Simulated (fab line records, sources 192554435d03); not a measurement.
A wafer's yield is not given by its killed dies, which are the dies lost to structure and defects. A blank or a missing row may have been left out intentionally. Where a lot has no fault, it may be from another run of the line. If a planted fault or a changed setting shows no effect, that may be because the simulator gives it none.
The tool behind it: which one? | flow n5Finfet | 30 wafers from 10 lots sampled at 5 of the route's 1938 steps

## WHAT THE GAUGES READ, wafer by wafer
N5_BEOL_M11_THK_MEAS_53: measures by xrf.
lot  | measured     | on           | M11_THK (nm)
L131 | day 10 20:49 | filmMetro-02 | 141.6 140.8 141.1
L132 | day 11 07:44 | filmMetro-02 | 139.0 144.2 140.1
L141 | day 13 07:25 | filmMetro-02 | 139.8 141.0 139.5
L143 | day 14 05:32 | filmMetro-01 | 133.4 132.8 136.4
L145 | day 14 07:05 | filmMetro-02 | 144.1 142.4 142.3
L149 | day 15 17:20 | filmMetro-02 | 135.3 139.0 139.5
L151 | day 15 16:33 | filmMetro-02 | 141.0 140.1 139.7
L152 | day 15 22:12 | filmMetro-02 | 137.4 140.4 140.3
L150 | day 15 21:55 | filmMetro-01 | 136.7 139.6 136.7
L153 | day 16 11:16 | filmMetro-01 | 135.2 135.5 135.0

## EACH LOT AND THE TOOL THAT RAN IT (in order: tool; ch and the chambers of the sampled wafers; start)
lot  | N5_BEOL_M11_PECVD_70            | N5_BEOL_M11_TRENCH_ETCH_37                   | N5_BEOL_M11_DEGAS_44        | N5_BEOL_M11_CMP_52
L131 | pecvd-01 ch 0,2, day 10 13:13   | rieDiel-04 ch 0,2,3, day 10 18:08 or earlier | pvdSputter-01, day 10 18:08 | cmp-04 ch 1,2, day 10 20:34
L132 | pecvd-01 ch 0,2, day 10 22:59   | rieDiel-05 ch 0,2,3, day 11 06:08 or earlier | pvdSputter-03, day 11 06:08 | cmp-02 ch 0,1,2, day 11 07:26
L141 | pecvd-01 ch 0, day 12 23:29     | rieDiel-01 ch 0,1, day 13 05:26 or earlier   | pvdSputter-02, day 13 05:26 | cmp-03 ch 0,1,3, day 13 07:07
L143 | pecvd-01 ch 0,1,2, day 13 20:50 | rieDiel-05 ch 1,2, day 14 02:54 or earlier   | pvdSputter-01, day 14 02:54 | cmp-03 ch 0,2,3, day 14 05:19
L145 | pecvd-01 ch 0,1,2, day 13 22:34 | rieDiel-04 ch 1,2,3, day 14 04:16 or earlier | pvdSputter-02, day 14 04:16 | cmp-03 ch 0,1,3, day 14 06:52
L149 | pecvd-01 ch 1,2, day 15 07:40   | rieDiel-01 ch 0,1,3, day 15 15:23 or earlier | pvdSputter-02, day 15 15:23 | cmp-04 ch 0,2, day 15 17:05
L151 | pecvd-02 ch 0,1, day 15 08:25   | rieDiel-04 ch 1,2, day 15 14:55 or earlier   | pvdSputter-03, day 15 14:55 | cmp-04 ch 0,1,3, day 15 16:15
L152 | pecvd-03 ch 0,1, day 15 13:31   | rieDiel-05 ch 2,3, day 15 20:34 or earlier   | pvdSputter-02, day 15 20:34 | cmp-03 ch 0,1,2, day 15 21:56
L150 | pecvd-01 ch 1,2, day 15 14:04   | rieDiel-04 ch 1,2,3, day 15 19:55 or earlier | pvdSputter-02, day 15 19:55 | cmp-02 ch 1,2,3, day 15 21:40
L153 | pecvd-03 ch 0,1,2, day 16 05:00 | rieDiel-01 ch 2,3, day 16 08:05 or earlier   | pvdSputter-02, day 16 08:05 | cmp-04 ch 0,3, day 16 10:59
- N5_BEOL_M11_PECVD_70: deposits SiO2 from TEOS/O2, target thk 20 nm, time 22.7 s.
- N5_BEOL_M11_TRENCH_ETCH_37: etches SiCOH lowk in C4F6/O2, target depth 148.83 nm, time 48 s.
- N5_BEOL_M11_DEGAS_44: time 60 s.
- N5_BEOL_M11_CMP_52: polishes, stops on SiCOH lowk, t overpolish 7 s, target thk 140 nm.

## AS READ BY THE TOOLS THEMSELVES (means over the sampled wafers that have a number; for cases with no such wafer, the mark the record gives instead)
N5_BEOL_M11_PECVD_70.
lot  | tool     | heaterPowerW (W) | showerheadPlenumPTorr (Torr) | throttleValvePct (%)
L131 | pecvd-01 | 695              | 8.75                         | 23.3
L132 | pecvd-01 | 714              | 8.76                         | 23.1
L141 | pecvd-01 | 705              | 8.72                         | 23.6
L143 | pecvd-01 | 722              | 8.77                         | 22.7
L145 | pecvd-01 | 715              | 8.77                         | 22.7
L149 | pecvd-01 | 782              | 8.77                         | 22.2
L151 | pecvd-02 | 683              | 8.83                         | 22.3
L152 | pecvd-03 | 555              | 8.80                         | 23.6
L150 | pecvd-01 | 774              | 8.76                         | 22.2
L153 | pecvd-03 | 598              | 8.79                         | 23.0

N5_BEOL_M11_TRENCH_ETCH_37.
lot  | tool       | biasW (W) | drypumpMotorCurrentA (A) | oesProductAu (a.u.) | rfVppV (V) | showerheadPlenumPTorr (Torr) | throttleValvePct (%)
L131 | rieDiel-04 | 185.2     | 5.5                      | 0.85                | 666        | 2.96                         | 20.74
L132 | rieDiel-05 | 184.4     | 5.8                      | 0.79                | 670        | 2.88                         | 20.93
L141 | rieDiel-01 | 185.1     | 6.2                      | 0.76                | 654        | 2.81                         | 20.77
L143 | rieDiel-05 | 185.6     | 5.8                      | 0.75                | 668        | 2.78                         | 21.15
L145 | rieDiel-04 | 184.7     | 5.7                      | 0.84                | 673        | 3.00                         | 20.80
L149 | rieDiel-01 | 184.8     | 6.1                      | 0.73                | 657        | 2.83                         | 20.88
L151 | rieDiel-04 | 184.9     | 5.7                      | 0.81                | 668        | 2.98                         | 20.88
L152 | rieDiel-05 | 184.8     | 5.9                      | 0.87                | 657        | 2.87                         | 20.72
L150 | rieDiel-04 | 185.7     | 5.7                      | 0.82                | 672        | 2.99                         | 20.80
L153 | rieDiel-01 | 184.6     | 5.7                      | 0.73                | 656        | 2.81                         | 21.06

N5_BEOL_M11_DEGAS_44.
lot  | tool          | heaterPowerW (W)
L131 | pvdSputter-01 | 331
L132 | pvdSputter-03 | 310
L141 | pvdSputter-02 | 347
L143 | pvdSputter-01 | 324
L145 | pvdSputter-02 | 341
L149 | pvdSputter-02 | 309
L151 | pvdSputter-03 | 333
L152 | pvdSputter-02 | 341
L150 | pvdSputter-02 | 335
L153 | pvdSputter-02 | 306

N5_BEOL_M11_CMP_52.
lot  | tool   | barrierFieldEndpointS (s) | edgeZonePressureFrac | motorCurrentA (A) | overpolishRunS (s) | slurryFilterDpKPa (kPa)
L131 | cmp-04 | 28.2                      | 0.998                | 6.0               | 7.003              | 13.53
L132 | cmp-02 | 29.2                      | 0.996                | 6.2               | 6.997              | 13.58
L141 | cmp-03 | 28.6                      | 1.000                | 6.6               | 7.006              | 13.53
L143 | cmp-03 | 27.9                      | 0.999                | 6.6               | 7.009              | 13.39
L145 | cmp-03 | 28.9                      | 0.999                | 6.6               | 6.985              | 13.44
L149 | cmp-04 | 38.3                      | 1.005                | 5.8               | 4.526              | 13.43
L151 | cmp-04 | 28.0                      | 0.999                | 5.2               | 7.004              | 13.29
L152 | cmp-03 | 29.0                      | 0.998                | 6.7               | 7.001              | 13.54
L150 | cmp-02 | 37.9                      | 0.997                | 5.7               | 4.766              | 13.57
L153 | cmp-04 | 28.3                      | 0.997                | 5.1               | 7.004              | 13.50

## THE ANSWER, worked out from the rows above alone
Rule: the lots themselves supply what counts as usual. Put in order of their means at a reading, lots are off if they are a third of the lots or fewer, leave a main group of 4 or more, and stand apart from it by a gap of 3 or more times the standard deviation of the main group's means; of several such gaps the widest counts. The tables above print the reading to a certain number of digits; a main group whose means all agree to those digits is not used. Also off: a lot with no number at a reading for which 4 or more lots have one. Any other lot the step has rows for is counted as sound. After the gauges, taken in route order, come the tools' own readings; for these a lot's mean is taken, as printed above. The first step at which some lot is off is used, and at that step the reading that is off furthest; a lot without a number counts as furthest.
Off at N5_BEOL_M11_CMP_52 (overpolishRunS): L149, L150. Main group: mean 7.001 s, sd 0.0069.
A tool fits if, at that step or a process step before it, it ran every lot that is off, and no sound lot after the first of them. N5_BEOL_M11_TRENCH_ETCH_37 gives no start for some lots, so the hours and the order of its lots are those of N5_BEOL_M11_DEGAS_44. One fits: N5_BEOL_M11_PECVD_70 on pecvd-01. Its last sound lot is L145 (day 13 22:34), its first lot that is off L149 (day 15 07:40): a fault that began between those two fits.

## WHAT HAD BEEN PUT IN BY THE SIMULATOR
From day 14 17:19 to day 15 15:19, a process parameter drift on pecvd-01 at N5_BEOL_M11_PECVD_70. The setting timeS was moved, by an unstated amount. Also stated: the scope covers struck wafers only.
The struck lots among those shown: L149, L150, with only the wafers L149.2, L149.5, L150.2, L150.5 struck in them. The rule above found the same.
